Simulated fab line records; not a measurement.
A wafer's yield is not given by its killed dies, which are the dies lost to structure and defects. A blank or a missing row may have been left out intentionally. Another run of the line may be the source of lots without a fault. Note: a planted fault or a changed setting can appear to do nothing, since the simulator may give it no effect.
fab line records ; flow nand_harc
record lots=6; wafers=18; last_day=24
route steps=1159 shown P_M1@315 P_M2@318 END@1159
lots with no fault: from the same line, run without faults
start_h: hours from the record's opening day to when the first of the lot's shown wafers began ; wait_h: hours from the lot's prior step to this one ; " the same as in the row above ; L1.1+2: several wafers, shown together as one row ; - value missing, or start not given ; * or withheld: withheld ; < > ~ a bound
route shown NAME@n: NAME is a module with steps in the file, n the number in the route of the first one ; usual: mean and standard deviation over wafers with no fault ; same: alike in all rows ; chamber/n: place in a boat ; sites: each site's reading ; _std_site: the standard deviation of these ; _edge_site: outer sites' mean less inner sites' ; radius_mm: for every site, how far away it sits from the centre of the wafer ; mask NAME#n: copy n ; behind: the last tool/chamber to shape the wafer ; hold: reason for holding the lot/hours on hold/outcome of the hold ; device: the n, p or np transistor that did not switch ; end of line: tests run on the same wafers once the route is complete ; a step without rows: its recipe alone ; killed: dies lost to structure and defects at the first sort, not the wafer's yield ; map: per-die view of a wafer (x killed, . not killed, _ where there is no die)
set.NAME: the setting that was run; set.NAME@STEP: the one run at that earlier step ; model.NAME: the simulator's own value behind a step, which no gauge read
lots at some steps of the route; a table a step, a row a wafer
services: a tool's chamber out of use, with start hour (start_h, from the record's first day; less than 0 if before it), hours out, and reason
## steps
# step NHARC_P_M1_INSPECT_27
# usual raw_defect_count=308/150
lot.wafer;tool;chamber;start_h;wait_h;raw_defect_count
L745.2;defect_inspect-01;-;142.28;0.0;339
L745.4;defect_inspect-01;-;142.28;0.0;264
L745.6;defect_inspect-01;-;142.28;0.0;648
L749.1;defect_inspect-01;-;162.25;0.0;121
L749.2;defect_inspect-01;-;162.25;0.0;167
L749.5;defect_inspect-01;-;162.25;0.0;94
L755.1;defect_inspect-02;-;201.68;0.0;367
L755.2;defect_inspect-02;-;201.68;0.0;322
L755.3;defect_inspect-02;-;201.68;0.0;266
L754.4;defect_inspect-01;-;202.09;0.0;190
L754.5;defect_inspect-01;-;202.09;0.0;359
L754.6;defect_inspect-01;-;202.09;0.0;166
L762.2;defect_inspect-02;-;240.72;0.0;362
L762.3;defect_inspect-02;-;240.72;0.0;413
L762.5;defect_inspect-02;-;240.72;0.0;547
L763.1;defect_inspect-01;-;245.73;0.0;440
L763.3;defect_inspect-01;-;245.73;0.0;522
L763.5;defect_inspect-01;-;245.73;0.0;338
# step NHARC_P_M1_PRE_CLEAN_32
# recipe time_s=12; temp_c=370; rf_power_w=300; gas=NH3
# usual heater_power_w=654/54
lot.wafer;tool;chamber;start_h;wait_h;heater_power_w
L745.2;pecvd-03;0;142.36;0.1;540
L745.4;pecvd-03;2;142.36;0.1;623
L745.6;pecvd-03;1;142.36;0.1;602
L749.1;pecvd-04;1;162.34;0.1;720
L749.2;pecvd-04;2;162.34;0.1;629
L749.5;pecvd-04;0;162.34;0.1;747
L755.3;pecvd-02;1;201.91;0.2;628
L755.1;pecvd-02;2;201.91;0.2;678
L755.2;pecvd-02;0;201.91;0.2;694
L754.5;pecvd-02;2;202.29;0.2;721
L754.4;pecvd-02;0;202.29;0.2;690
L754.6;pecvd-02;1;202.29;0.2;662
L762.2;pecvd-02;1;241.03;0.3;661
L762.3;pecvd-02;2;241.03;0.3;649
L762.5;pecvd-02;0;241.03;0.3;672
L763.1;pecvd-04;0;245.79;0.1;710
L763.3;pecvd-04;1;245.79;0.1;657
L763.5;pecvd-04;1;245.79;0.1;659
# step NHARC_P_M1_DEP_33
# recipe target_thk_a=300; temp_c=370; target_thk_nm=30; pressure_torr=3; flow_sccm=200; rf_w=450; material=SiCN
# usual heater_power_w=601/54
lot.wafer;tool;chamber;start_h;wait_h;heater_power_w
L745.2;pecvd-03;0;142.47;0.1;556
L745.4;pecvd-03;2;142.47;0.1;569
L745.6;pecvd-03;1;142.47;0.1;563
L749.1;pecvd-04;1;162.44;0.1;637
L749.2;pecvd-04;2;162.44;0.1;642
L749.5;pecvd-04;0;162.44;0.1;668
L755.3;pecvd-02;1;201.99;0.1;580
L755.1;pecvd-02;2;201.99;0.1;655
L755.2;pecvd-02;0;201.99;0.1;518
L754.5;pecvd-02;2;202.46;0.2;690
L754.4;pecvd-02;0;202.46;0.2;638
L754.6;pecvd-02;1;202.46;0.2;588
L762.2;pecvd-02;1;241.14;0.1;511
L762.3;pecvd-02;2;241.14;0.1;644
L762.5;pecvd-02;0;241.14;0.1;522
L763.1;pecvd-04;0;245.88;0.1;643
L763.3;pecvd-04;1;245.88;0.1;586
L763.5;pecvd-04;1;245.88;0.1;609
# step NHARC_P_M2_DEP_00
# recipe target_thk_a=1825; target_thk_nm=182.5; temp_c=withheld; pressure_torr=5; flow_sccm=200; rf_w=600; material=SiOC
# step NHARC_P_M2_DEHYDRATE_01
# recipe temp_c=150; time_s=120
# step NHARC_P_M2_HMDS_02
# recipe time_s=30
# step NHARC_P_M2_COAT_34
# recipe temp_c=200; time_s=65
# step NHARC_P_M2_COAT_03
# recipe spin_rpm=1500; resist_thk_nm=90
# step NHARC_P_M2_SOFTBAKE_04
# recipe temp_c=105; time_s=55
# step NHARC_P_M2_EBR_05
# step NHARC_P_M2_EXPOSE_06
# recipe na=1.35; target_cd_nm=170; dose_mj=80.78; mask_id=P_M2
# step NHARC_P_M2_PEB_07
# recipe peb_temp_c=100; peb_time_s=65
# usual heater_power_total_W=156.6/0.41; plate_temp_C=100.02/0.11
lot.wafer;tool;chamber;start_h;wait_h;heater_power_total_W;plate_temp_C
L745.2;litho_track-06;0;144.48;0.1;157.0;99.95
L745.4;litho_track-06;0;144.48;0.1;156.5;99.92
L745.6;litho_track-06;0;144.48;0.1;156.2;99.98
L749.1;litho_track-01;0;163.55;0.1;156.0;99.90
L749.2;litho_track-01;0;163.55;0.1;156.2;99.79
L749.5;litho_track-01;0;163.55;0.1;156.3;99.97
L755.1;litho_track-06;0;203.16;0.1;166.9;104.74
L755.2;litho_track-06;0;203.16;0.1;166.7;104.62
L755.3;litho_track-06;0;203.16;0.1;167.0;104.58
L754.4;litho_track-06;0;203.49;0.1;166.4;104.63
L754.5;litho_track-06;0;203.49;0.1;166.3;104.61
L754.6;litho_track-06;0;203.49;0.1;166.5;104.53
L762.2;litho_track-01;0;242.39;0.1;156.4;99.86
L762.3;litho_track-01;0;242.39;0.1;157.2;99.87
L762.5;litho_track-01;0;242.39;0.1;157.2;100.22
L763.1;litho_track-04;0;247.03;0.1;157.1;100.04
L763.3;litho_track-04;0;247.03;0.1;156.8;100.22
L763.5;litho_track-04;0;247.03;0.1;157.0;100.01
# step NHARC_P_M2_DEVELOP_08
# recipe develop_time_s=35; dev_temp_c=23
# step NHARC_P_M2_CD_MEAS_09
# recipe target_cd_nm=170; landing_energy_ev=500
# usual cd_nm=170.3/0.49
# same landing_energy_ev=500
lot.wafer;tool;chamber;start_h;wait_h;hold;cd_nm
L745.2;cd_sem-01;0;144.56;-;-;170.7
L745.4;cd_sem-01;0;144.56;-;-;170.4
L745.6;cd_sem-01;0;144.56;-;-;170.7
L749.1;cd_sem-03;0;163.63;-;-;170.5
L749.2;cd_sem-03;0;163.63;-;-;170.4
L749.5;cd_sem-03;0;163.63;-;-;169.6
L755.1;cd_sem-03;0;203.24;-;await_dispo/0.2h/release;184.7
L755.2;cd_sem-03;0;203.24;-;await_dispo/0.2h/release;184.5
L755.3;cd_sem-03;0;203.24;-;await_dispo/0.2h/release;184.8
L755.1;cd_sem-03;0;-;-;-;184.7
L755.2;cd_sem-03;0;-;-;-;185.0
L755.3;cd_sem-03;0;-;-;-;184.3
L754.4;cd_sem-02;0;203.58;-;await_dispo/0.2h/release;184.4
L754.5;cd_sem-02;0;203.58;-;await_dispo/0.2h/release;185.2
L754.6;cd_sem-02;0;203.58;-;await_dispo/0.2h/release;185.3
L754.4;cd_sem-02;0;-;-;-;184.6
L754.5;cd_sem-02;0;-;-;-;185.0
L754.6;cd_sem-02;0;-;-;-;184.6
L762.2;cd_sem-02;0;242.48;-;-;169.8
L762.3;cd_sem-02;0;242.48;-;-;170.3
L762.5;cd_sem-02;0;242.48;-;-;170.5
L763.1;cd_sem-01;0;247.11;-;-;169.2
L763.3;cd_sem-01;0;247.11;-;-;170.3
L763.5;cd_sem-01;0;247.11;-;-;170.1
# step NHARC_P_M2_OVL_MEAS_10
# recipe pitch_nm=340
# usual overlay_x_nm=0.4/0.9; overlay_y_nm=0.0/0.77
lot.wafer;tool;chamber;start_h;wait_h;hold;overlay_x_nm;overlay_y_nm
L745.2;overlay-01;-;144.65;-;-;-0.2;-0.3
L745.4;overlay-01;-;144.65;-;-;-0.4;-0.9
L745.6;overlay-01;-;144.65;-;-;-0.1;-0.5
L749.1;overlay-02;-;163.72;-;-;-0.5;-0.1
L749.2;overlay-02;-;163.72;-;-;-0.2;-0.1
L749.5;overlay-02;-;163.72;-;-;0.0;-0.4
L755.1;overlay-02;-;205.92;-;await_dispo/2.4h/release;0.3;0.1
L755.2;overlay-02;-;205.92;-;await_dispo/2.4h/release;0.1;0.6
L755.3;overlay-02;-;205.92;-;await_dispo/2.4h/release;0.8;0.5
L754.4;overlay-02;-;207.16;-;await_dispo/3.3h/release;-0.7;-0.8
L754.5;overlay-02;-;207.16;-;await_dispo/3.3h/release;0.1;-0.7
L754.6;overlay-02;-;207.16;-;await_dispo/3.3h/release;-0.1;-0.1
L762.2;overlay-02;-;242.56;-;-;0.0;0.9
L762.3;overlay-02;-;242.56;-;-;-0.6;0.5
L762.5;overlay-02;-;242.56;-;-;0.1;1.0
L763.1;overlay-02;-;247.20;-;-;-0.7;0.3
L763.3;overlay-02;-;247.20;-;-;-0.8;0.8
L763.5;overlay-02;-;247.20;-;-;-0.8;1.2
# step NHARC_P_M2_INSPECT_11
# usual raw_defect_count=4.4/2.4
lot.wafer;tool;chamber;start_h;wait_h;raw_defect_count
L745.2;defect_inspect-02;-;144.68;0.0;7
L745.4;defect_inspect-02;-;144.68;0.0;6
L745.6;defect_inspect-02;-;144.68;0.0;4
L749.1;defect_inspect-01;-;163.76;0.0;7
L749.2;defect_inspect-01;-;163.76;0.0;4
L749.5;defect_inspect-01;-;163.76;0.0;5
L755.1;defect_inspect-01;-;205.96;0.0;5
L755.2;defect_inspect-01;-;205.96;0.0;2
L755.3;defect_inspect-01;-;205.96;0.0;5
L754.4;defect_inspect-02;-;207.20;0.0;5
L754.5;defect_inspect-02;-;207.20;0.0;7
L754.6;defect_inspect-02;-;207.20;0.0;4
L762.2;defect_inspect-01;-;242.60;0.0;7
L762.3;defect_inspect-01;-;242.60;0.0;12
L762.5;defect_inspect-01;-;242.60;0.0;4
L763.1;defect_inspect-01;-;247.23;0.0;13
L763.3;defect_inspect-01;-;247.23;0.0;2
L763.5;defect_inspect-01;-;247.23;0.0;1
# step NHARC_P_M2_DESCUM_14
# recipe time_s=3; o2_flow_sccm=200; ar_flow_sccm=0; bias_power_w=0; chemistry=O2
# usual drypump_motor_current_A=5.6/0.5; oes_product_au=1.003/0.0072; rf_vpp_V=57.9/0.91; showerhead_plenum_p_Torr=1.92/0.068; throttle_valve_pct=11.310/0.0088
lot.wafer;tool;chamber;start_h;wait_h;drypump_motor_current_A;oes_product_au;rf_hours_counter_h;rf_vpp_V;showerhead_plenum_p_Torr;throttle_valve_pct;model.P_M2.cd_nm
L745.4;rie_diel-04;3;144.75;0.1;6.2;1.001;9;57.7;1.95;11.315;170.3
L745.2;rie_diel-04;1;144.75;0.1;5.0;1.005;9;57.6;1.91;11.326;170.7
L745.6;rie_diel-04;3;144.75;0.1;6.2;1.000;-;57.8;1.95;11.325;170.2
L749.2;rie_diel-06;2;163.83;0.1;6.3;1.008;3;57.2;1.90;11.315;170.1
L749.1;rie_diel-06;0;163.83;0.1;4.7;1.003;3;59.1;1.92;11.323;170.5
L749.5;rie_diel-06;2;163.83;0.1;6.3;1.008;-;57.2;1.90;11.314;169.6
L755.3;rie_diel-06;3;206.02;0.1;5.4;0.995;4;57.3;1.94;11.309;184.1
L755.2;rie_diel-06;0;206.02;0.1;4.8;1.011;5;59.1;1.92;11.312;184.5
L755.1;rie_diel-06;2;206.02;0.1;6.3;1.010;4;58.1;1.90;11.306;184.5
L754.4;rie_diel-06;2;207.27;0.1;6.4;1.005;4;58.4;1.90;11.309;185
L754.5;rie_diel-06;0;207.27;0.1;4.8;1.015;-;58.1;1.92;11.306;185.6
L754.6;rie_diel-06;1;207.27;0.1;5.8;1.002;-;56.3;1.81;11.294;185.5
L762.3;rie_diel-04;2;242.66;0.1;5.6;0.994;41;57.7;1.87;11.321;170.6
L762.2;rie_diel-04;0;242.66;0.1;5.9;1.004;50;58.2;1.96;11.321;169.9
L762.5;rie_diel-04;3;242.66;0.1;6.2;1.005;-;57.6;1.93;11.307;169.6
L763.1;rie_diel-03;3;247.29;0.1;6.4;1.007;4;58.2;1.99;11.296;169.9
L763.3;rie_diel-03;0;247.29;0.1;5.4;0.998;3;57.6;1.81;11.305;170.1
L763.5;rie_diel-03;0;247.29;0.1;5.4;0.997;-;56.4;1.81;11.316;170.4
# step NHARC_P_M2_ETCH_35
# recipe target_depth_a=400; overetch_a=120; time_s=43.94; ion_energy_ev=200; n2_flow_sccm=150; h2_flow_sccm=150; ar_flow_sccm=0; rf_w=400; bias_w=150; chemistry=N2/H2
# usual drypump_motor_current_A=5.6/0.49; oes_product_au=1.003/0.0074; rf_vpp_V=430.7/2.1; showerhead_plenum_p_Torr=2.04/0.073; throttle_valve_pct=14.171/0.0097
lot.wafer;tool;chamber;start_h;wait_h;drypump_motor_current_A;oes_product_au;rf_hours_counter_h;rf_vpp_V;showerhead_plenum_p_Torr;throttle_valve_pct
L745.2;rie_diel-04;2;144.83;0.1;5.6;1.005;9;429.9;2.00;14.164
L745.4;rie_diel-04;0;144.83;0.1;5.9;1.011;9;431.7;2.11;14.173
L745.6;rie_diel-04;1;144.83;0.1;5.0;1.012;-;430.3;2.03;14.178
L749.2;rie_diel-06;3;163.91;0.1;5.3;1.008;3;431.6;2.07;14.167
L749.1;rie_diel-06;0;163.91;0.1;4.8;1.012;3;430.5;2.05;14.170
L749.5;rie_diel-06;3;163.91;0.1;5.3;1.008;-;431.4;2.07;14.160
L755.2;rie_diel-06;2;206.10;0.1;6.3;0.993;4;429.2;2.02;14.157
L755.1;rie_diel-06;3;206.10;0.1;5.4;1.011;4;432.1;2.07;14.170
L755.3;rie_diel-06;1;206.10;0.1;5.8;1.001;4;427.2;1.92;14.175
L754.4;rie_diel-06;1;207.35;0.1;5.8;1.006;4;427.3;1.92;14.170
L754.6;rie_diel-06;0;207.35;0.1;4.8;1.004;-;430.9;2.05;14.173
L754.5;rie_diel-06;1;207.35;0.1;5.8;1.002;-;428.1;1.93;14.161
L762.2;rie_diel-04;2;242.74;0.1;5.7;1.010;41;429.2;1.99;14.173
L762.3;rie_diel-04;3;242.74;0.1;6.2;0.998;52;430.0;2.06;14.183
L762.5;rie_diel-04;3;242.74;0.1;6.2;0.991;-;432.3;2.06;14.159
L763.3;rie_diel-03;1;247.39;0.1;5.6;1.004;3;434.7;2.19;14.176
L763.1;rie_diel-03;3;247.39;0.1;6.4;1.003;4;433.5;2.12;14.180
L763.5;rie_diel-03;1;247.39;0.1;5.5;1.000;-;433.6;2.19;14.181
# step NHARC_P_M2_ETCH_15
# recipe target_depth_a=1825; time_s=91.2; c4f8_flow_sccm=withheld; ar_flow_sccm=400; rf_w=600; bias_w=300; chemistry=C4F8/Ar
# usual oes_product_au=0.953/0.026; rf_vpp_V=441.0/2.3
lot.wafer;tool;chamber;start_h;wait_h;oes_product_au;rf_hours_counter_h;rf_vpp_V
L745.2;rie_diel-04;0;-;-;0.990;9;443.2
L745.4;rie_diel-04;3;-;-;0.958;9;442.9
L745.6;rie_diel-04;1;-;-;0.992;-;440.7
L749.1;rie_diel-06;1;-;-;0.979;3;438.1
L749.2;rie_diel-06;3;-;-;0.984;3;442.8
L749.5;rie_diel-06;1;-;-;0.972;-;436.7
L755.1;rie_diel-06;1;-;-;0.921;4;436.9
L755.3;rie_diel-06;3;-;-;0.930;4;441.4
L755.2;rie_diel-06;0;-;-;0.918;5;441.7
L754.4;rie_diel-06;3;-;-;0.988;4;441.7
L754.5;rie_diel-06;3;-;-;1.001;-;442.5
L754.6;rie_diel-06;0;-;-;0.969;-;441.4
L762.3;rie_diel-04;1;-;-;0.929;47;440.7
L762.2;rie_diel-04;2;-;-;0.918;41;438.2
L762.5;rie_diel-04;1;-;-;0.921;-;439.4
L763.1;rie_diel-03;0;-;-;0.956;3;437.0
L763.3;rie_diel-03;1;-;-;0.947;3;445.6
L763.5;rie_diel-03;3;-;-;0.942;-;444.1
# step NHARC_P_M2_CD_MEAS_16
# usual cd_nm=170.1/0.5
lot.wafer;tool;chamber;start_h;wait_h;hold;cd_nm
L745.2;cd_sem-02;-;145.05;-;-;170.5
L745.4;cd_sem-02;-;145.05;-;-;170.0
L745.6;cd_sem-02;-;145.05;-;-;170.0
L749.1;cd_sem-01;-;164.12;-;-;170.4
L749.2;cd_sem-01;-;164.12;-;-;169.6
L749.5;cd_sem-01;-;164.12;-;-;169.8
L755.1;cd_sem-01;-;206.32;-;await_dispo/0.2h/release;184.4
L755.2;cd_sem-01;-;206.32;-;await_dispo/0.2h/release;184.3
L755.3;cd_sem-01;-;206.32;-;await_dispo/0.2h/release;184.1
L755.1;cd_sem-01;-;206.51;0.2;-;184.2
L755.2;cd_sem-01;-;206.51;0.2;-;184.3
L755.3;cd_sem-01;-;206.51;0.2;-;183.8
L754.4;cd_sem-01;-;207.58;-;await_dispo/0.2h/release;184.6
L754.5;cd_sem-01;-;207.58;-;await_dispo/0.2h/release;185.2
L754.6;cd_sem-01;-;207.58;-;await_dispo/0.2h/release;185.8
L754.4;cd_sem-01;-;207.77;0.2;-;185.1
L754.5;cd_sem-01;-;207.77;0.2;-;185.0
L754.6;cd_sem-01;-;207.77;0.2;-;185.3
L762.2;cd_sem-01;-;242.98;-;-;169.8
L762.3;cd_sem-01;-;242.98;-;-;170.2
L762.5;cd_sem-01;-;242.98;-;-;169.6
L763.1;cd_sem-02;-;247.60;-;-;169.4
L763.3;cd_sem-02;-;247.60;-;-;169.6
L763.5;cd_sem-02;-;247.60;-;-;169.8
# step NHARC_P_M2_STRIP_18
# recipe power_w=1000; n2_flow_sccm=150; h2_flow_sccm=150; ar_flow_sccm=0; bias_w=0; chemistry=N2/H2
# usual drypump_motor_current_A=5.6/0.48; oes_product_au=1.000/0.0085; rf_vpp_V=90.7/1; showerhead_plenum_p_Torr=2.06/0.087; throttle_valve_pct=14.171/0.0087
lot.wafer;tool;chamber;start_h;wait_h;hold;drypump_motor_current_A;oes_product_au;rf_hours_counter_h;rf_vpp_V;showerhead_plenum_p_Torr;throttle_valve_pct
L745.2;rie_diel-06;1;145.19;0.1;-;5.8;1.008;2;89.0;1.92;14.177
L745.4;rie_diel-06;3;145.19;0.1;-;5.4;1.001;2;89.1;2.07;14.159
L745.6;rie_diel-06;1;145.19;0.1;-;5.8;1.000;-;89.9;1.93;14.172
L749.1;rie_diel-03;1;164.19;0.1;-;5.5;0.992;21;91.6;2.19;14.167
L749.2;rie_diel-03;0;164.19;0.1;-;5.4;0.997;21;91.7;1.93;14.159
L749.5;rie_diel-03;0;164.19;0.1;-;5.4;0.997;-;89.3;1.93;14.177
L754.4;rie_diel-04;0;211.30;3.5;await_dispo/3.4h/release;5.9;1.001;-;91.2;2.10;14.178
L754.6;rie_diel-04;1;211.30;3.5;await_dispo/3.4h/release;5.0;1.006;-;91.3;2.02;14.167
L754.5;rie_diel-04;3;211.30;3.5;await_dispo/3.4h/release;6.2;0.990;-;90.6;2.07;14.167
L755.1;rie_diel-03;2;214.60;8.1;await_dispo/8.0h/release;5.4;0.990;30;89.9;2.13;14.170
L755.3;rie_diel-03;3;214.60;8.1;await_dispo/8.0h/release;6.4;0.986;25;90.8;2.12;14.174
L755.2;rie_diel-03;0;214.60;8.1;await_dispo/8.0h/release;5.4;1.003;29;91.5;1.92;14.162
L762.2;rie_diel-03;3;243.09;0.1;-;6.4;0.998;3;90.7;2.12;14.178
L762.3;rie_diel-03;0;243.09;0.1;-;5.4;1.008;3;89.7;1.92;14.174
L762.5;rie_diel-03;2;243.09;0.1;-;5.4;0.988;-;90.6;2.12;14.167
L763.1;rie_diel-03;0;247.73;0.1;-;5.4;1.004;3;90.3;1.92;14.179
L763.3;rie_diel-03;1;247.73;0.1;-;5.6;0.997;3;93.1;2.19;14.140
L763.5;rie_diel-03;3;247.73;0.1;-;6.3;0.999;-;90.6;2.12;14.189
# step NHARC_P_M2_ETCH_28
# recipe target_depth_a=300; over_etch_frac=0.3; time_s=72.99; ion_energy_ev=150; cf4_flow_sccm=50; n2_flow_sccm=100; ar_flow_sccm=150; rf_w=300; bias_w=100; chemistry=CF4/N2
# usual drypump_motor_current_A=5.6/0.47; oes_product_au=0.999/0.0085; rf_vpp_V=314.5/1.9; showerhead_plenum_p_Torr=2.65/0.1; throttle_valve_pct=19.795/0.0086
lot.wafer;tool;chamber;start_h;wait_h;drypump_motor_current_A;oes_product_au;rf_hours_counter_h;rf_vpp_V;showerhead_plenum_p_Torr;throttle_valve_pct;model.P_M2.cd_nm
L745.2;rie_diel-06;2;-;-;6.3;1.005;2;312.7;2.61;19.808;170.5
L745.4;rie_diel-06;3;-;-;5.3;0.998;3;315.3;2.67;19.802;169.6
L745.6;rie_diel-06;1;-;-;5.8;0.997;-;310.8;2.49;19.813;169.8
L749.1;rie_diel-03;2;-;-;5.4;0.986;22;314.9;2.73;19.806;170.6
L749.2;rie_diel-03;0;-;-;5.4;1.007;21;313.1;2.49;19.796;170.1
L749.5;rie_diel-03;2;-;-;5.4;0.993;-;316.4;2.73;19.785;170.3
L754.4;rie_diel-04;3;-;-;6.2;0.997;-;314.4;2.66;19.791;184.7
L754.6;rie_diel-04;0;-;-;6.0;1.009;-;314.9;2.70;19.795;186
L754.5;rie_diel-04;1;-;-;5.0;1.008;-;313.4;2.61;19.810;185.9
L755.2;rie_diel-03;3;-;-;6.3;0.995;25;316.4;2.72;19.798;184.4
L755.1;rie_diel-03;0;-;-;5.4;1.008;29;312.4;2.49;19.799;184.5
L755.3;rie_diel-03;1;-;-;5.6;1.003;29;315.8;2.80;19.788;183.9
L762.2;rie_diel-03;3;-;-;6.4;0.997;3;315.7;2.72;19.808;170.1
L762.3;rie_diel-03;0;-;-;5.4;0.997;3;311.3;2.49;19.787;170.9
L762.5;rie_diel-03;1;-;-;5.5;0.999;-;317.1;2.80;19.784;169.9
L763.1;rie_diel-03;3;-;-;6.4;0.980;4;314.0;2.72;19.801;169.7
L763.3;rie_diel-03;1;-;-;5.6;0.992;3;318.0;2.80;19.785;170.1
L763.5;rie_diel-03;3;-;-;6.4;0.996;-;315.4;2.72;19.790;170.6
# step NHARC_P_M2_STRIP_19
# recipe time_s=600; temp_c=30; chemistry=post_etch_residue_remover
# step NHARC_END_SORT_01
# recipe temp_c=25
# usual defect_limited_yield=95.7/1.5; killed_at_array=25/9.8; killed_at_other=0.8/1.1; killed_at_periphery=3.3/2.1; killed_dies=29/10; killed_open=3.3/1.8; killed_short=1.9/1.4; sort_bin_2_pct=1.3/0.6; sort_bin_3_pct=0.25/0.23; sort_bin_4_pct=2.8/0.97; sort_n_pass=648/10; sort_rim_yield_pct=95/3.2; sort_yield_pct=95.7/1.5
# same gross_dies=677; sort_bin_5_pct[%]=0; sort_bin_6_pct[%]=0; sort_bin_7_pct[%]=0; sort_bin_8_pct[%]=0; sort_rim_n_gross=106.00
lot.wafer;tool;chamber;start_h;wait_h;defect_limited_yield[%];killed_at_array;killed_at_other;killed_at_periphery;killed_dies;killed_open;killed_short;sort_bin_2_pct[%];sort_bin_3_pct[%];sort_bin_4_pct[%];sort_n_pass;sort_rim_yield_pct[%];sort_yield_pct[%]
L754.4;prober-01;0;550.60;3.4;97.5;15;0;2;17;0;3;0.3;0.44;1.8;660;93;97.5
L754.5;prober-01;0;551.40;3.7;97.2;12;0;7;19;3;4;0.6;0;2.2;658;100;97.2
L754.6;prober-01;0;552.19;4.0;97.5;14;0;3;17;4;1;0.6;0.15;1.8;660;95;97.5
L755.1;prober-02;0;567.75;2.5;95.7;28;0;1;29;1;2;1.3;0.30;2.7;648;92;95.7
L755.2;prober-02;0;568.56;2.8;95.0;32;0;2;34;4;1;2.2;0.30;2.5;643;97;95.0
L755.3;prober-02;0;569.36;3.1;93.4;44;0;1;45;2;3;1.9;0.74;4.0;632;92;93.4
# killed by level:class
L754.4 A_CHANNEL_HOLE_D1:chamber_film_flake=4 A_CONTACT:chamber_film_flake=3 A_ZERO_WELL:chamber_film_flake=2 A_STAIRCASE:chamber_film_flake=2 A_CHANNEL_FILL_D1:geometric_particle:short=1 A_CONTACT:geometric_particle:short=1 A_M0:geometric_particle:short=1 P_STI:chamber_film_flake=1
L754.5 A_CHANNEL_HOLE_D1:chamber_film_flake=8 P_CONTACT:geometric_particle:short=3 P_CONTACT:geometric_particle:open=2 P_STI:chamber_film_flake=2 A_CONTACT:geometric_particle:short=1 A_CONTACT:geometric_particle:open=1 A_ZERO_WELL:chamber_film_flake=1 A_STAIRCASE:chamber_film_flake=1
L754.6 A_STAIRCASE:chamber_film_flake=3 A_M0:geometric_particle:open=2 A_CHANNEL_HOLE_D1:chamber_film_flake=2 A_CONTACT:chamber_film_flake=2 A_CHANNEL_FILL_D1:geometric_particle:open=1 A_CONTACT:geometric_particle:open=1 A_CONTACT:geometric_particle:short=1 P_STI:chamber_film_flake=1
L755.1 A_SLIT:chamber_film_flake=9 A_STAIRCASE:chamber_film_flake=7 A_CONTACT:chamber_film_flake=6 A_CHANNEL_HOLE_D1:chamber_film_flake=4 P_M0:geometric_particle:short=1 A_SGD_CUT:geometric_particle:open=1 A_CONTACT:geometric_particle:short=1
L755.2 A_SLIT:chamber_film_flake=11 A_STAIRCASE:chamber_film_flake=6 A_CONTACT:chamber_film_flake=6 A_CHANNEL_HOLE_D1:chamber_film_flake=5 P_GATE:geometric_particle:open=1 A_ONON_D1:geometric_particle:short=1 A_ONON_D1:geometric_particle:open=1 A_CHANNEL_FILL_D1:geometric_particle:open=1
L755.3 A_SLIT:chamber_film_flake=12 A_STAIRCASE:chamber_film_flake=11 A_CHANNEL_HOLE_D1:chamber_film_flake=8 A_CONTACT:chamber_film_flake=7 A_WL_FILL:geometric_particle:short=2 P_GATE:geometric_particle:open=1 A_CONTACT:geometric_particle:open=1 A_CONTACT:geometric_particle:short=1
## services
tool;chamber;start_h;hours;kind
rie_diel-03;0;120.96;-;clean
rie_diel-03;1;120.96;-;clean
rie_diel-03;2;120.96;-;clean
rie_diel-03;3;120.96;-;clean
rie_diel-06;0;122.21;-;clean
rie_diel-06;1;122.21;-;clean
rie_diel-06;2;122.21;-;clean
rie_diel-06;3;122.21;-;clean
rie_diel-06;2;137.44;7.2;repair
litho_track-04;-;141.00;7.0;pm
rie_diel-03;0;145.47;-;clean
rie_diel-03;1;145.47;-;clean
rie_diel-03;2;145.47;-;clean
rie_diel-03;3;145.47;-;clean
pecvd-02;-;153.17;13.0;pm
rie_diel-03;-;166.74;1.7;repair
rie_diel-06;1;190.10;4.3;repair
pecvd-04;-;195.95;13.0;pm
rie_diel-04;2;196.01;14.9;repair
rie_diel-03;-;215.33;9.0;pm
pecvd-04;2;229.12;7.9;repair
rie_diel-04;1;229.80;3.6;repair
pecvd-03;0;231.24;10.6;repair
rie_diel-06;-;241.20;9.0;pm
## key
first_sign step=NHARC_P_M2_PEB_07; reading=plate_temp_C; direction=up; sigmas=41; usual=*; struck=*
effect step=NHARC_P_M2_PEB_07; reading=heater_power_total_W; direction=up; sigmas=25; usual=*; struck=*
effect step=NHARC_P_M2_CD_MEAS_09; reading=visit; direction=added
effect step=NHARC_P_M2_CD_MEAS_09; reading=cd_nm; direction=up; sigmas=30; usual=170.3; struck=184.8
effect step=NHARC_P_M2_CD_MEAS_16; reading=visit; direction=added
effect step=NHARC_P_M2_CD_MEAS_16; reading=cd_nm; direction=up; sigmas=29; usual=170.1; struck=184.7
model_effect step=NHARC_P_M2_DESCUM_14; value=P_M2.cd_nm; without=170.3; struck=184.9
model_effect step=NHARC_P_M2_ETCH_28; value=P_M2.cd_nm; without=170.4; struck=184.9
met_at NHARC_P_M2_PEB_07
struck_wafers L754.4,L754.5,L754.6,L755.1,L755.2,L755.3
onset_between 144.48 203.16
fault kind=process_parameter_drift; tool=litho_track-06; chamber=-; onset_h=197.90; steps=NHARC_P_M2_PEB_07; channel=peb_temp_c; offset=*; shape=step; end_h=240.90; acts_in=*; stated=*
